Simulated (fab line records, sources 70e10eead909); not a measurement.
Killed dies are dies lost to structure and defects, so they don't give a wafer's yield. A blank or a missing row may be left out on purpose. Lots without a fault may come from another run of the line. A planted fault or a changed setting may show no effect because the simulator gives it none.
Which tool did it? | flow nand_harc | 12 lots, 36 wafers sampled, at 6 steps of a route of 1159

WHAT THE GAUGES READ, wafer by wafer
NHARC_A_M1_THK_MEAS_24: measures by xrf.
lot  | measured     | on            | thk_nm (nm)
L838 | day 18 08:40 | film_metro-01 | 154.0 154.8 152.5
L839 | day 18 13:03 | film_metro-02 | 155.3 154.0 155.7
L844 | day 18 23:54 | film_metro-01 | 157.2 154.0 152.3
L840 | day 19 00:53 | film_metro-02 | 155.6 155.8 151.4
L841 | day 19 10:25 | film_metro-02 | 154.2 154.4 157.4
L845 | day 20 04:52 | film_metro-01 | 153.7 153.7 154.7
L847 | day 20 09:40 | film_metro-01 | 152.9 155.5 153.2
L849 | day 20 10:17 | film_metro-02 | 155.4 153.7 156.4
L848 | day 20 14:58 | film_metro-02 | 152.4 152.4 153.3
L846 | day 20 15:28 | film_metro-02 | 155.9 154.1 152.5
L851 | day 21 00:35 | film_metro-02 | 153.6 155.3 156.2
L858 | day 23 09:51 | film_metro-02 | 153.9 152.2 152.1

NHARC_A_BONDPAD_THK_MEAS_30: measures by ellipsometry.
lot  | measured     | on            | thk_nm (nm)
L838 | day 18 10:11 | film_metro-01 | 200.1 203.3 200.2
L839 | day 18 14:34 | film_metro-02 | 200.9 197.6 201.2
L844 | day 19 01:44 | film_metro-01 | 201.8 201.4 200.9
L840 | day 19 02:52 | film_metro-02 | 198.9 199.8 202.4
L841 | day 19 12:17 | film_metro-02 | 201.5 203.5 203.1
L845 | day 20 06:24 | film_metro-01 | 200.9 200.1 199.9
L847 | day 20 11:10 | film_metro-01 | 198.9 199.7 198.2
L849 | day 20 11:47 | film_metro-02 | 202.1 201.4 199.1
L848 | day 20 16:29 | film_metro-01 | 201.4 200.8 200.9
L846 | day 20 16:59 | film_metro-01 | 200.1 201.0 201.8
L851 | day 21 02:09 | film_metro-01 | 199.9 199.8 197.2
L858 | day 23 11:22 | film_metro-01 | 198.0 198.1 186.6

NHARC_END_SORT_01.
lot  | measured     | on        | defect_limited_yield (%) | killed_at_array | killed_at_other | killed_at_periphery | killed_dies | killed_open | killed_short | sort_bin_2_pct (%) | sort_bin_3_pct (%) | sort_bin_4_pct (%) | sort_n_pass | sort_rim_yield_pct (%) | sort_yield_pct (%)
L839 | day 20 18:37 | prober-01 | 95.6 96.3 95.9           | 24 23 25        | 0 0 1           | 6 2 2               | 30 25 28    | 6 3 0       | 4 1 3        | 0.9 1.9 1.5        | 0.15 0.15 0.30     | 3.4 1.6 2.4        | 647 652 649 | 95 94 99               | 95.6 96.3 95.9
L844 | day 21 02:30 | prober-02 | 97.5 95.9 96.5           | 15 26 23        | 0 0 1           | 2 2 0               | 17 28 24    | 4 2 2       | 0 1 0        | 0.7 1.3 0.9        | 0.15 0.44 0.30     | 1.6 2.4 2.4        | 660 649 653 | 98 98 98               | 97.5 95.9 96.5
L845 | day 21 19:02 | prober-02 | 94.7 93.6 94.4           | 29 33 29        | 1 2 2           | 6 8 7               | 36 43 38    | 6 6 2       | 0 3 0        | 2.4 1.5 1.5        | 0.74 0 0.30        | 2.2 4.9 3.8        | 641 634 639 | 96 92 93               | 94.7 93.6 94.4
L847 | day 22 01:56 | prober-01 | 96.0 95.9 95.4           | 26 26 29        | 1 2 1           | 0 0 1               | 27 28 31    | 3 2 2       | 1 2 3        | 1.2 1.3 0.9        | 0 0 0              | 2.8 2.8 3.7        | 650 649 646 | 96 96 93               | 96.0 95.9 95.4
L849 | day 22 02:04 | prober-02 | 93.2 92.0 94.2           | 42 54 37        | 0 0 0           | 4 0 2               | 46 54 39    | 3 0 2       | 5 3 2        | 1.8 1.9 1.6        | 0 0.44 0.15        | 5.0 5.6 4.0        | 631 623 638 | 85 97 90               | 93.2 92.0 94.2
L848 | day 22 09:56 | prober-02 | 93.2 92.3 93.1           | 38 43 39        | 0 1 1           | 8 8 7               | 46 52 47    | 3 5 4       | 1 3 2        | 1.6 2.4 1.6        | 0.30 0.30 0.44     | 4.9 5.0 4.9        | 631 625 630 | 96 91 92               | 93.2 92.3 93.1
L846 | day 22 09:40 | prober-01 | 97.2 97.6 95.9           | 13 8 22         | 0 0 1           | 6 8 5               | 19 16 28    | 2 2 4       | 2 0 3        | 0.3 1.3 0.7        | 0.44 0 0.74        | 2.1 1.0 2.7        | 658 661 649 | 96 97 98               | 97.2 97.6 95.9
L851 | day 22 18:23 | prober-01 | 96.9 96.3 97.3           | 18 22 13        | 0 1 3           | 3 2 2               | 21 25 18    | 2 8 2       | 4 0 0        | 0.4 1.3 0.9        | 0.30 0 0.30        | 2.4 2.4 1.5        | 656 652 659 | 97 94 98               | 96.9 96.3 97.3

WHICH TOOL RAN EACH LOT (tool, then ch and the chambers of the sampled wafers, then the start)
lot  | NHARC_A_M1_PVD_21                       | NHARC_A_M1_CMP_23             | NHARC_A_BONDPAD_DEP_00
L838 | pvd_sputter-01, day 18 08:22 or earlier | cmp-04 ch 2,3, day 18 08:22   | pecvd-01 ch 0,2, day 18 09:32
L839 | pvd_sputter-02, day 18 12:46 or earlier | cmp-03 ch 0,3, day 18 12:46   | pecvd-04 ch 1,2, day 18 13:55
L844 | pvd_sputter-03, day 18 23:35 or earlier | cmp-02 ch 0,1, day 18 23:35   | pecvd-04 ch 1,2, day 19 01:04
L840 | pvd_sputter-02, day 19 00:40 or earlier | cmp-03 ch 0,2,3, day 19 00:40 | pecvd-04 ch 1,2, day 19 02:15
L841 | pvd_sputter-03, day 19 10:07 or earlier | cmp-04 ch 0,1,3, day 19 10:07 | pecvd-04 ch 0,1,2, day 19 11:37
L845 | pvd_sputter-02, day 20 04:35 or earlier | cmp-02 ch 1,2,3, day 20 04:35 | pecvd-04 ch 0,2, day 20 05:44
L847 | pvd_sputter-01, day 20 09:22 or earlier | cmp-03 ch 0,1,2, day 20 09:22 | pecvd-04 ch 0,1,2, day 20 10:31
L849 | pvd_sputter-01, day 20 10:01 or earlier | cmp-04 ch 0,1,2, day 20 10:01 | pecvd-04 ch 0,2, day 20 11:13
L848 | pvd_sputter-03, day 20 14:39 or earlier | cmp-04 ch 1,2, day 20 14:39   | pecvd-04 ch 0,1, day 20 15:52
L846 | pvd_sputter-02, day 20 15:08 or earlier | cmp-02 ch 0,3, day 20 15:08   | pecvd-01 ch 0,1, day 20 16:19
L851 | pvd_sputter-03, day 21 00:17 or earlier | cmp-04 ch 0,1,3, day 21 00:17 | pecvd-01 ch 0,2, day 21 01:29
L858 | pvd_sputter-01, day 23 09:32 or earlier | cmp-03 ch 0,1,3, day 23 09:32 | pecvd-04 ch 1,2, day 23 10:42
- NHARC_A_M1_PVD_21: deposits Cu, target thk 30 nm, time 20.49 s.
- NHARC_A_M1_CMP_23: polishes, t overpolish 20 s, target thk 154.34 nm.
- NHARC_A_BONDPAD_DEP_00: deposits SiCN, target thk 250 nm.

WHAT THE TOOLS THEMSELVES READ (means of the sampled wafers that have a number; where no wafer has one, the mark that the record gives instead)
NHARC_A_M1_PVD_21.
lot  | tool           | throttle_valve_pct (%)
L838 | pvd_sputter-01 | 30.9
L839 | pvd_sputter-02 | 29.4
L844 | pvd_sputter-03 | 30.9
L840 | pvd_sputter-02 | 29.5
L841 | pvd_sputter-03 | 30.3
L845 | pvd_sputter-02 | 29.4
L847 | pvd_sputter-01 | 30.3
L849 | pvd_sputter-01 | 29.8
L848 | pvd_sputter-03 | 30.3
L846 | pvd_sputter-02 | 29.6
L851 | pvd_sputter-03 | 30.4
L858 | pvd_sputter-01 | 30.0

NHARC_A_M1_CMP_23.
lot  | tool   | motor_current_A (A) | time_to_endpoint_s (s)
L838 | cmp-04 | 11.6                | 31
L839 | cmp-03 | 11.3                | 27
L844 | cmp-02 | 12.2                | 27
L840 | cmp-03 | 12.0                | 28
L841 | cmp-04 | 12.1                | 31
L845 | cmp-02 | 12.1                | 27
L847 | cmp-03 | 12.4                | 29
L849 | cmp-04 | 12.6                | 29
L848 | cmp-04 | 11.6                | 29
L846 | cmp-02 | 12.3                | 28
L851 | cmp-04 | 12.4                | 29
L858 | cmp-03 | 12.0                | 30

NHARC_A_BONDPAD_DEP_00.
lot  | tool     | heater_power_w (W)
L838 | pecvd-01 | 600
L839 | pecvd-04 | 527
L844 | pecvd-04 | 499
L840 | pecvd-04 | 512
L841 | pecvd-04 | 561
L845 | pecvd-04 | 575
L847 | pecvd-04 | 530
L849 | pecvd-04 | 587
L848 | pecvd-04 | 536
L846 | pecvd-01 | 531
L851 | pecvd-01 | 583
L858 | pecvd-04 | 471

THE ANSWER, worked out from the rows above alone
Rule: what is usual is taken from the lots themselves. Put in order of their means at a reading, lots are off if they are a third of the lots or fewer, leave a main group of 4 or more, and stand apart from it by a gap of 3 or more times the standard deviation of the main group's means; of several such gaps the widest counts. A main group whose means are all the same, to the digits that the tables above print for the reading, isn't used. A lot without any number at a reading at which 4 lots or more have one is off too. The other lots that the step has rows for count as sound. The gauges are gone through in route order, then the tools' own readings, and for those a lot's mean is taken as printed above. The first step at which some lot is off is used, and at that step the reading that is off furthest; a lot without a number counts as furthest.
Off: L858, at NHARC_A_BONDPAD_THK_MEAS_30 (thk_nm). The main group: mean 200.6 nm, standard deviation 1.
A tool fits if, at a process step before that reading, it ran every lot that is off, and no sound lot after the first of them. The gauges at NHARC_A_BONDPAD_THK_MEAS_30 are tried like those tools. NHARC_A_M1_PVD_21 gives no start for some lots, so the hours and the order of its lots are those of NHARC_A_M1_CMP_23. Can't be told from this: 4 tools fit, pvd_sputter-01 at NHARC_A_M1_PVD_21, cmp-03 at NHARC_A_M1_CMP_23, pecvd-04 at NHARC_A_BONDPAD_DEP_00, film_metro-01 at NHARC_A_BONDPAD_THK_MEAS_30.

WHAT THE SIMULATOR HAD PUT IN
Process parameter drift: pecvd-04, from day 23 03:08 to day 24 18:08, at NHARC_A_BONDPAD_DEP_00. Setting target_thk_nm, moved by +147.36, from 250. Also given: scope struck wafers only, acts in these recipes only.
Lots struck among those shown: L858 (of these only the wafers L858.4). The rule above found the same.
